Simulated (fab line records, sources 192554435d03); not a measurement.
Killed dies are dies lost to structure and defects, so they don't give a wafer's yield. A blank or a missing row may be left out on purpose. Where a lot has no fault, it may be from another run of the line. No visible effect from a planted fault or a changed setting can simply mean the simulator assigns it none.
Matching of chambers	flow n5Finfet	cmp-01 running N5_BEOL_M12_CMP_49: 4 sister chambers
The step polishes, stops on SiOC, t overpolish 20.6 s, target thk 320 nm. 4 wafers are shown with their chamber, then 12 later ones without.

## WAFERS PAIRED WITH THEIR CHAMBERS
wafer	chamber	motorCurrentA (A)
L087.3	0	5.9
L086.2	3	5.6
L088.2	1	7.9
L088.6	2	5.6

## WAFERS WHOSE CHAMBER IS MISSING
wafer	motorCurrentA (A)
L091.1	8.3
L091.2	6.5
L091.3	5.9
L089.1	5.6
L089.2	5.6
L089.4	6.0
L094.4	6.6
L094.5	5.5
L094.6	6.3
L096.1	8.1
L096.2	5.5
L096.5	5.8

## WHICH CHAMBER EACH WENT THROUGH
wafer	from the rows above	in truth
L091.1	1	1
L091.2	can't be placed: 0 or 2 or 3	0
L091.3	can't be placed: 0 or 2 or 3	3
L089.1	can't be placed: 2 or 3 or 0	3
L089.2	can't be placed: 2 or 3 or 0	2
L089.4	can't be placed: 0 or 2 or 3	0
L094.4	can't be placed: 0 or 2 or 3 or 1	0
L094.5	can't be placed: 2 or 3 or 0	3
L094.6	can't be placed: 0 or 2 or 3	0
L096.1	1	1
L096.2	can't be placed: 2 or 3 or 0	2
L096.5	can't be placed: 0 or 2 or 3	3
Correctly placed: 2 of 12. Unplaceable from these rows: 10, with the true chamber sitting among the candidates in 10. Number placed wrongly: 0.
How it was worked out, from the rows above alone: a wafer's distance from a chamber is the root of the sum, over the readings, of the square of ((its reading less the chamber's mean) divided by the reading's scatter). The wafer belongs to the nearest chamber; if the next one is less than 2 further off, it can't be placed. For every chamber, the mean is computed from those of its wafers that are shown. The scatter: root of mean squared gap, hidden wafer to nearest shown wafer, with one shown wafer a chamber.
